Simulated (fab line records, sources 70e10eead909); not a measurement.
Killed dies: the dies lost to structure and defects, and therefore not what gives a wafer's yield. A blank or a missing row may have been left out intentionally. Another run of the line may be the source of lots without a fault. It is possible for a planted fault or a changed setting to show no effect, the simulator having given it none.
fab line records + flow nand-harc + part 2 of 2: steps 5 to 6 of 6
record:
- lots: 22
- wafers: 66
- last-day: 33
route steps=1302 shown A_DECK1_JOINT@527 A_ONON_D2@566 A_CHANNEL_HOLE_D2@585 A_CHANNEL_FILL_D2@621
lots that met no fault: taken from a fault-free run of the same line
start-h: hours from the record's first day to the start of the lot's first wafer shown + wait-h: time in hours since the lot's previous step + " same as the row above + L1.1+2: one row covering several wafers at once + - no value, or no start was given + * or withheld: withheld + < > ~ a bound
route shown NAME@n: a module of which the file shows steps, and the number in the route of the first + usual: average and standard deviation across the fault-free wafers + same: alike in all rows + chamber/n: place in a boat + sites: readings site by site + _std_site: the standard deviation of these + _edge_site: mean of outer sites minus mean of inner sites + radius-mm: how far each site lies from the wafer's centre + mask NAME#n: copy n + behind: the tool/chamber that last shaped the wafer + hold: why the lot was held/for how many hours/how that ended + device: the transistor (n, p or np) that didn't switch + end of line: the same wafers' tests at the end of the route + a step given without rows: its recipe and nothing more + killed: dies that structure and defects cost at the first sort, which is not the same as the wafer's yield + map: a wafer's dies, marking killed ones x, the rest . and places with no die _
set.NAME: setting as actually run; set.NAME@STEP: the setting as run at that earlier step + model.NAME: the simulator's own value behind a step, which no gauge read
one table for each step of the route and one row for each wafer, over a sample of lots
services: from which hour (start-h, from the record's first day; less than 0 if before it) a tool's chamber was out of use, for how many hours, and why
== steps ==
step: NHARC_A_CHANNEL_HOLE_D2_ETCH_16
recipe:
- target-depth-a: 31000
- over-etch-frac: 0.3
- time-s: 806
- ion-energy-ev: 150
- o2-flow-sccm: 400
- cos-flow-sccm: 20
- ar-flow-sccm: 0
- rf-w: 500
- bias-w: 300
- chemistry: O2/COS
usual:
- drypump-motor-current-A: 5.8/0.45
- oes-product-au: 1.003/0.0098
- rf-vpp-V: 315.0/2.3
- showerhead-plenum-p-Torr: 3.18/0.15
- throttle-valve-pct: 28.330/0.0089
| lot.wafer | tool        | chamber | start-h | wait-h | drypump-motor-current-A | oes-product-au | rf-hours-counter-h | rf-vpp-V | showerhead-plenum-p-Torr | throttle-valve-pct |
|-----------|-------------|---------|---------|--------|-------------------------|----------------|--------------------|----------|--------------------------|--------------------|
| L074.4    | rie-diel-02 | 1       | -       | -      | 6.0                     | 0.999          | 4.4                | 318.3    | 3.33                     | 28.339             |
| L074.1    | "           | 2       | "       | "      | 6.0                     | 1.005          | 4.8                | 317.3    | 3.33                     | 28.322             |
| L074.5    | "           | 1       | "       | "      | 6.0                     | 0.995          | -                  | 317.6    | 3.33                     | 28.342             |
| L075.1    | rie-diel-02 | 3       | -       | -      | 5.9                     | 1.004          | 4.7                | 316.8    | 3.30                     | 28.314             |
| L075.5    | "           | 1       | "       | "      | 6.1                     | 1.002          | -                  | 317.1    | 3.33                     | 28.324             |
| L075.4    | "           | 2       | "       | "      | 6.1                     | 1.004          | -                  | 317.1    | 3.33                     | 28.315             |
| L076.1    | rie-diel-13 | 1       | -       | -      | 5.4                     | 0.991          | 9.8                | 316.5    | 3.29                     | 28.335             |
| L076.3    | "           | 2       | "       | "      | 5.5                     | 1.009          | 9.0                | 315.1    | 3.13                     | 28.349             |
| L076.5    | "           | 1       | "       | "      | 5.4                     | 0.992          | -                  | 316.3    | 3.29                     | 28.339             |
| L078.4    | rie-diel-02 | 1       | -       | -      | 6.1                     | 0.996          | 6.4                | 317.6    | 3.33                     | 28.319             |
| L078.2    | "           | 2       | "       | "      | 6.1                     | 1.003          | 6.4                | 316.9    | 3.33                     | 28.333             |
| L078.3    | "           | 3       | "       | "      | 5.9                     | 0.996          | 5.9                | 315.7    | 3.30                     | 28.335             |
| L077.4    | rie-diel-04 | 3       | -       | -      | 5.9                     | 0.991          | 9.4                | 312.8    | 3.05                     | 28.337             |
| L077.1    | "           | 0       | "       | "      | 5.4                     | 1.019          | 9.9                | 316.4    | 3.33                     | 28.313             |
| L077.3    | "           | 1       | "       | "      | 5.8                     | 0.993          | 8.8                | 315.5    | 3.15                     | 28.339             |
| L079.4    | rie-diel-13 | 0       | -       | -      | 5.9                     | 1.029          | 10.5               | 311.9    | 3.00                     | 28.322             |
| L079.1    | "           | 2       | "       | "      | 5.6                     | 1.008          | 10.1               | 312.6    | 3.13                     | 28.330             |
| L079.6    | "           | 0       | "       | "      | 5.9                     | 1.023          | -                  | 311.6    | 3.00                     | 28.325             |
| L081.2    | rie-diel-04 | 1       | -       | -      | 5.8                     | 0.985          | 10.5               | 313.8    | 3.15                     | 28.328             |
| L081.3    | "           | 2       | "       | "      | 6.8                     | 1.003          | 9.5                | 310.6    | 2.94                     | 28.327             |
| L081.6    | "           | 3       | "       | "      | 5.9                     | 0.992          | -                  | 314.6    | 3.05                     | 28.327             |
| L080.4    | rie-diel-02 | 2       | -       | -      | 6.1                     | 0.997          | 7.3                | 317.4    | 3.33                     | 28.328             |
| L080.2    | "           | 3       | "       | "      | 6.0                     | 1.008          | 6.8                | 315.9    | 3.29                     | 28.328             |
| L080.6    | "           | 1       | "       | "      | 6.1                     | 1.009          | -                  | 316.5    | 3.33                     | 28.335             |
| L084.1    | rie-diel-02 | 1       | -       | -      | 6.0                     | 1.004          | 8.7                | 317.1    | 3.33                     | 28.325             |
| L084.2    | "           | 3       | "       | "      | 6.0                     | 0.993          | 7.8                | 315.9    | 3.29                     | 28.342             |
| L084.6    | "           | 0       | "       | "      | 6.0                     | 1.007          | -                  | 312.0    | 2.91                     | 28.330             |
| L082.2    | rie-diel-04 | 2       | -       | -      | 6.8                     | 0.980          | 0.5                | 311.3    | 2.94                     | 28.331             |
| L082.5    | "           | 0       | "       | "      | 5.3                     | 1.017          | -                  | 316.9    | 3.33                     | 28.347             |
| L082.6    | "           | 1       | "       | "      | 5.8                     | 0.994          | -                  | 314.3    | 3.15                     | 28.319             |
| L083.4    | rie-diel-13 | 0       | -       | -      | 5.8                     | 1.019          | 2.9                | 311.3    | 3.00                     | 28.335             |
| L083.3    | "           | 1       | "       | "      | 5.3                     | 1.008          | 2.4                | 317.1    | 3.29                     | 28.324             |
| L083.2    | "           | 2       | "       | "      | 5.6                     | 1.006          | 0.8                | 315.1    | 3.13                     | 28.340             |
| L087.2    | rie-diel-13 | 3       | -       | -      | 4.9                     | 1.001          | 5.2                | 316.3    | 3.27                     | 28.327             |
| L087.4    | "           | 1       | "       | "      | 5.4                     | 1.008          | 5.6                | 317.5    | 3.29                     | 28.335             |
| L087.5    | "           | 3       | "       | "      | 4.9                     | 1.002          | -                  | 317.7    | 3.27                     | 28.321             |
| L088.2    | rie-diel-13 | 0       | -       | -      | 5.8                     | 1.019          | 6.6                | 312.1    | 3.00                     | 28.319             |
| L088.3    | "           | 1       | "       | "      | 5.4                     | 1.005          | 7.1                | 317.1    | 3.29                     | 28.343             |
| L088.5    | "           | 3       | "       | "      | 4.9                     | 1.008          | -                  | 316.4    | 3.27                     | 28.334             |
| L089.4    | rie-diel-04 | 3       | -       | -      | 5.9                     | 0.992          | 1.7                | 313.3    | 3.05                     | 28.332             |
| L089.2    | "           | 0       | "       | "      | 5.4                     | 1.001          | 3.5                | 317.6    | 3.32                     | 28.328             |
| L089.3    | "           | 1       | "       | "      | 5.7                     | 0.998          | 3.7                | 315.1    | 3.15                     | 28.335             |
| L091.2    | rie-diel-13 | 2       | -       | -      | 5.6                     | 0.998          | 6.2                | 313.9    | 3.13                     | 28.328             |
| L091.3    | "           | 1       | "       | "      | 5.4                     | 0.994          | 7.7                | 316.7    | 3.29                     | 28.325             |
| L091.6    | "           | 2       | "       | "      | 5.6                     | 1.004          | -                  | 312.9    | 3.13                     | 28.339             |
| L090.3    | rie-diel-13 | 0       | -       | -      | 5.9                     | 1.009          | 7.4                | 312.8    | 3.00                     | 28.321             |
| L090.2    | "           | 2       | "       | "      | 5.6                     | 1.005          | 6.9                | 313.9    | 3.13                     | 28.313             |
| L090.6    | "           | 0       | "       | "      | 5.9                     | 1.025          | -                  | 312.3    | 3.00                     | 28.317             |
| L093.1    | rie-diel-02 | 3       | -       | -      | 6.0                     | 1.001          | 2.4                | 317.8    | 3.29                     | 28.328             |
| L093.4    | "           | 0       | "       | "      | 6.0                     | 1.006          | 3.5                | 311.3    | 2.90                     | 28.328             |
| L093.5    | "           | 2       | "       | "      | 6.1                     | 1.003          | -                  | 317.2    | 3.33                     | 28.342             |
| L092.3    | rie-diel-13 | 3       | -       | -      | 4.9                     | 1.007          | 8.7                | 317.8    | 3.27                     | 28.333             |
| L092.6    | "           | 3       | "       | "      | 4.9                     | 1.010          | -                  | 317.6    | 3.27                     | 28.320             |
| L092.5    | "           | 0       | "       | "      | 5.9                     | 1.015          | -                  | 311.3    | 3.00                     | 28.311             |
| L095.1    | rie-diel-02 | 2       | -       | -      | 6.1                     | 1.006          | 5.2                | 317.0    | 3.32                     | 28.334             |
| L095.3    | "           | 3       | "       | "      | 6.0                     | 0.992          | 4.0                | 317.4    | 3.29                     | 28.335             |
| L095.2    | "           | 0       | "       | "      | 6.0                     | 1.007          | 5.1                | 311.1    | 2.90                     | 28.319             |
| L094.4    | rie-diel-04 | 1       | -       | -      | 5.8                     | 1.006          | 7.5                | 313.9    | 3.15                     | 28.339             |
| L094.6    | "           | 0       | "       | "      | 5.4                     | 1.007          | -                  | 316.7    | 3.32                     | 28.323             |
| L094.5    | "           | 1       | "       | "      | 5.7                     | 1.008          | -                  | 314.5    | 3.15                     | 28.321             |
| L096.1    | rie-diel-02 | 3       | -       | -      | 5.9                     | 0.992          | 4.6                | 316.3    | 3.29                     | 28.326             |
| L096.2    | "           | 0       | "       | "      | 6.0                     | 1.003          | 5.7                | 310.9    | 2.90                     | 28.334             |
| L096.6    | "           | 2       | "       | "      | 6.1                     | 1.003          | -                  | 314.9    | 3.32                     | 28.322             |
| L097.3    | rie-diel-04 | 0       | -       | -      | 5.4                     | 0.993          | 9.8                | 317.1    | 3.32                     | 28.323             |
| L097.1    | "           | 1       | "       | "      | 5.8                     | 0.986          | 8.9                | 315.2    | 3.15                     | 28.322             |
| L097.5    | "           | 0       | "       | "      | 5.4                     | 1.003          | -                  | 316.8    | 3.32                     | 28.319             |
step: NHARC_A_CHANNEL_FILL_D2_STRIP_28
recipe:
- time-s: 20
- o2-flow-sccm: 500
- ar-flow-sccm: 0
- bias-w: 0
- chemistry: O2
usual:
- drypump-motor-current-A: 5.7/0.33
- oes-product-au: 0.998/0.0089
- rf-vpp-V: 57.6/0.95
- showerhead-plenum-p-Torr: 3.47/0.15
- throttle-valve-pct: 17.036/0.0085
| lot.wafer | tool        | chamber | start-h | wait-h | drypump-motor-current-A | oes-product-au | rf-hours-counter-h | rf-vpp-V | showerhead-plenum-p-Torr | throttle-valve-pct |
|-----------|-------------|---------|---------|--------|-------------------------|----------------|--------------------|----------|--------------------------|--------------------|
| L074.1    | rie-diel-08 | 0       | 327.23  | 0.1    | 5.9                     | 0.993          | 3                  | 57.8     | 3.35                     | 17.042             |
| L074.4    | "           | 2       | "       | "      | 5.3                     | 1.009          | 3                  | 57.5     | 3.69                     | 17.032             |
| L074.5    | "           | 3       | "       | "      | 5.6                     | 0.988          | -                  | 57.0     | 3.36                     | 17.044             |
| L075.4    | rie-diel-08 | 3       | 333.09  | 0.1    | 5.7                     | 0.991          | 3                  | 59.2     | 3.36                     | 17.036             |
| L075.1    | "           | 1       | "       | "      | 5.8                     | 1.000          | 4                  | 56.2     | 3.40                     | 17.052             |
| L075.5    | "           | 0       | "       | "      | 5.9                     | 0.997          | -                  | 56.7     | 3.35                     | 17.027             |
| L076.1    | rie-diel-08 | 0       | 358.50  | 0.1    | 5.9                     | 0.998          | 5                  | 56.7     | 3.35                     | 17.050             |
| L076.3    | "           | 1       | "       | "      | 5.8                     | 1.008          | 5                  | 56.3     | 3.40                     | 17.032             |
| L076.5    | "           | 1       | "       | "      | 5.8                     | 1.014          | -                  | 57.0     | 3.40                     | 17.047             |
| L078.3    | rie-diel-03 | 1       | 358.52  | 0.1    | 6.1                     | 1.002          | 3                  | 59.3     | 3.64                     | 17.034             |
| L078.2    | "           | 2       | "       | "      | 5.9                     | 1.009          | 3                  | 59.1     | 3.69                     | 17.030             |
| L078.4    | "           | 1       | "       | "      | 6.1                     | 0.998          | -                  | 58.9     | 3.63                     | 17.029             |
| L077.3    | rie-diel-08 | 0       | 362.95  | 0.1    | 5.9                     | 1.004          | 5                  | 57.3     | 3.35                     | 17.035             |
| L077.4    | "           | 2       | "       | "      | 5.3                     | 1.012          | 4                  | 58.3     | 3.69                     | 17.023             |
| L077.1    | "           | 3       | "       | "      | 5.6                     | 0.993          | 4                  | 56.5     | 3.36                     | 17.036             |
| L079.4    | rie-diel-03 | 2       | 370.60  | 0.1    | 5.9                     | 1.009          | 3                  | 58.8     | 3.68                     | 17.040             |
| L079.1    | "           | 0       | "       | "      | 5.5                     | 0.991          | 3                  | 57.9     | 3.38                     | 17.047             |
| L079.6    | "           | 2       | "       | "      | 5.9                     | 1.009          | -                  | 58.1     | 3.68                     | 17.033             |
| L081.2    | rie-diel-05 | 3       | 382.71  | 0.1    | 5.4                     | 1.007          | 20                 | 57.3     | 3.37                     | 17.034             |
| L081.3    | "           | 0       | "       | "      | 6.1                     | 0.994          | 17                 | 59.1     | 3.74                     | 17.045             |
| L081.6    | "           | 1       | "       | "      | 5.8                     | 1.002          | -                  | 56.5     | 3.33                     | 17.035             |
| L080.4    | rie-diel-08 | 3       | 382.78  | 0.1    | 5.6                     | 0.982          | 0                  | 56.9     | 3.36                     | 17.020             |
| L080.2    | "           | 1       | "       | "      | 5.8                     | 0.979          | 0                  | 57.2     | 3.40                     | 17.026             |
| L080.6    | "           | 0       | "       | "      | 5.9                     | 0.991          | -                  | 56.9     | 3.35                     | 17.034             |
| L084.2    | rie-diel-08 | 2       | 409.94  | 0.1    | 5.4                     | 1.005          | 1                  | 59.1     | 3.69                     | 17.035             |
| L084.1    | "           | 1       | "       | "      | 5.9                     | 0.972          | 1                  | 56.6     | 3.40                     | 17.030             |
| L084.6    | "           | 2       | "       | "      | 5.4                     | 1.005          | -                  | 57.8     | 3.69                     | 17.039             |
| L083.4    | rie-diel-08 | 3       | 415.40  | 0.1    | 5.6                     | 0.984          | 1                  | 57.5     | 3.36                     | 17.024             |
| L083.3    | "           | 0       | "       | "      | 5.9                     | 1.000          | 1                  | 57.5     | 3.35                     | 17.025             |
| L083.2    | "           | 1       | "       | "      | 5.8                     | 0.983          | 1                  | 58.1     | 3.40                     | 17.038             |
| L082.2    | rie-diel-03 | 3       | 415.45  | 0.1    | 5.1                     | 0.991          | 3                  | 59.2     | 3.55                     | 17.045             |
| L082.6    | "           | 3       | "       | "      | 5.1                     | 0.995          | -                  | 57.2     | 3.55                     | 17.049             |
| L082.5    | "           | 0       | "       | "      | 5.5                     | 1.003          | -                  | 57.7     | 3.38                     | 17.029             |
| L087.2    | rie-diel-08 | 1       | 462.08  | 0.1    | 5.8                     | 0.992          | 2                  | 58.4     | 3.40                     | 17.022             |
| L087.4    | "           | 2       | "       | "      | 5.3                     | 0.999          | 2                  | 58.4     | 3.69                     | 17.015             |
| L087.5    | "           | 1       | "       | "      | 5.8                     | 0.986          | -                  | 58.2     | 3.40                     | 17.024             |
| L088.2    | rie-diel-03 | 1       | 469.40  | 0.1    | 6.1                     | 0.992          | 0                  | 59.2     | 3.63                     | 17.017             |
| L088.3    | "           | 3       | "       | "      | 5.1                     | 1.013          | 0                  | 57.8     | 3.55                     | 17.029             |
| L088.5    | "           | 2       | "       | "      | 5.9                     | 1.002          | -                  | 58.6     | 3.68                     | 17.019             |
| L089.3    | rie-diel-08 | 2       | 469.40  | 0.1    | 5.3                     | 1.007          | 2                  | 58.0     | 3.69                     | 17.033             |
| L089.4    | "           | 3       | "       | "      | 5.7                     | 1.007          | 3                  | 57.4     | 3.36                     | 17.026             |
| L089.2    | "           | 1       | "       | "      | 5.8                     | 0.985          | 2                  | 57.4     | 3.40                     | 17.024             |
| L091.2    | rie-diel-08 | 1       | 484.78  | 0.1    | 5.8                     | 0.993          | 3                  | 57.5     | 3.40                     | 17.035             |
| L091.3    | "           | 3       | "       | "      | 5.6                     | 0.992          | 3                  | 58.1     | 3.36                     | 17.046             |
| L091.6    | "           | 1       | "       | "      | 5.8                     | 0.981          | -                  | 57.8     | 3.40                     | 17.033             |
| L090.2    | rie-diel-03 | 1       | 488.66  | 0.1    | 6.1                     | 0.990          | 0                  | 58.6     | 3.63                     | 17.038             |
| L090.3    | "           | 2       | "       | "      | 5.9                     | 1.001          | 0                  | 58.1     | 3.68                     | 17.038             |
| L090.6    | "           | 0       | "       | "      | 5.5                     | 0.995          | -                  | 56.5     | 3.38                     | 17.038             |
| L093.1    | rie-diel-05 | 1       | 499.17  | 0.1    | 5.8                     | 1.003          | 14                 | 55.7     | 3.32                     | 17.038             |
| L093.4    | "           | 2       | "       | "      | 6.5                     | 1.001          | 14                 | 57.7     | 3.28                     | 17.037             |
| L093.5    | "           | 2       | "       | "      | 6.5                     | 1.002          | -                  | 57.1     | 3.28                     | 17.039             |
| L092.3    | rie-diel-03 | 2       | 499.18  | 0.1    | 5.9                     | 1.006          | 1                  | 57.3     | 3.68                     | 17.039             |
| L092.6    | "           | 3       | "       | "      | 5.1                     | 1.008          | -                  | 58.3     | 3.55                     | 17.039             |
| L092.5    | "           | 0       | "       | "      | 5.5                     | 1.003          | -                  | 56.5     | 3.38                     | 17.043             |
| L095.3    | rie-diel-08 | 2       | 532.03  | 0.1    | 5.3                     | 1.011          | 4                  | 59.3     | 3.69                     | 17.024             |
| L095.2    | "           | 0       | "       | "      | 5.9                     | 0.993          | 5                  | 58.3     | 3.35                     | 17.034             |
| L095.1    | "           | 1       | "       | "      | 5.8                     | 0.987          | 4                  | 58.2     | 3.40                     | 17.035             |
| L094.4    | rie-diel-03 | 1       | 532.04  | 0.1    | 6.1                     | 0.983          | 1                  | 58.5     | 3.63                     | 17.034             |
| L094.6    | "           | 0       | "       | "      | 5.5                     | 1.010          | -                  | 57.2     | 3.38                     | 17.031             |
| L094.5    | "           | 1       | "       | "      | 6.1                     | 1.000          | -                  | 59.2     | 3.63                     | 17.025             |
| L096.1    | rie-diel-05 | 2       | 539.66  | 0.1    | 6.4                     | 1.006          | 21                 | 56.5     | 3.28                     | 17.030             |
| L096.2    | "           | 0       | "       | "      | 6.1                     | 0.997          | 21                 | 57.0     | 3.73                     | 17.038             |
| L096.6    | "           | 2       | "       | "      | 6.4                     | 1.006          | -                  | 57.1     | 3.28                     | 17.038             |
| L097.3    | rie-diel-03 | 1       | 556.38  | 0.1    | 6.1                     | 0.986          | 2                  | 58.1     | 3.63                     | 17.041             |
| L097.1    | "           | 3       | "       | "      | 5.1                     | 1.009          | 2                  | 57.4     | 3.55                     | 17.031             |
| L097.5    | "           | 1       | "       | "      | 6.1                     | 0.989          | -                  | 58.5     | 3.63                     | 17.024             |
== services ==
| tool        | chamber | start-h | hours | kind   |
|-------------|---------|---------|-------|--------|
| rie-diel-02 | 3       | 228.39  | 6.1   | repair |
| cmp-04      | -       | 274.53  | 0.3   | repair |
| cmp-04      | -       | 277.44  | 1.7   | repair |
| rie-diel-08 | 2       | 283.40  | 3.6   | repair |
| cmp-04      | -       | 284.83  | 0.3   | repair |
| cmp-04      | -       | 307.14  | 4.0   | pm     |
| rie-diel-13 | -       | 342.41  | 9.0   | pm     |
| rie-diel-04 | 2       | 354.37  | 20.1  | repair |
| rie-diel-04 | -       | 354.97  | 9.0   | pm     |
| rie-diel-04 | 3       | 364.31  | 28.8  | repair |
| rie-diel-08 | -       | 367.85  | 9.0   | pm     |
| cmp-04      | -       | 372.83  | 6.1   | repair |
| rie-diel-02 | -       | 393.70  | 9.0   | pm     |
| rie-diel-02 | 3       | 404.11  | 4.8   | repair |
| rie-diel-02 | -       | 417.48  | 0.5   | repair |
| rie-diel-02 | -       | 434.55  | 1.6   | repair |
| rie-diel-04 | 1       | 442.76  | 11.4  | repair |
| rie-diel-02 | -       | 449.78  | 0.7   | repair |
| rie-diel-13 | 3       | 462.39  | 1.7   | repair |
| rie-diel-04 | 0       | 480.92  | 3.5   | repair |
| rie-diel-02 | 3       | 516.28  | 8.4   | repair |
| rie-diel-13 | -       | 519.41  | 9.0   | pm     |
| rie-diel-04 | -       | 531.97  | 9.0   | pm     |
| rie-diel-02 | -       | 539.67  | 0.1   | repair |
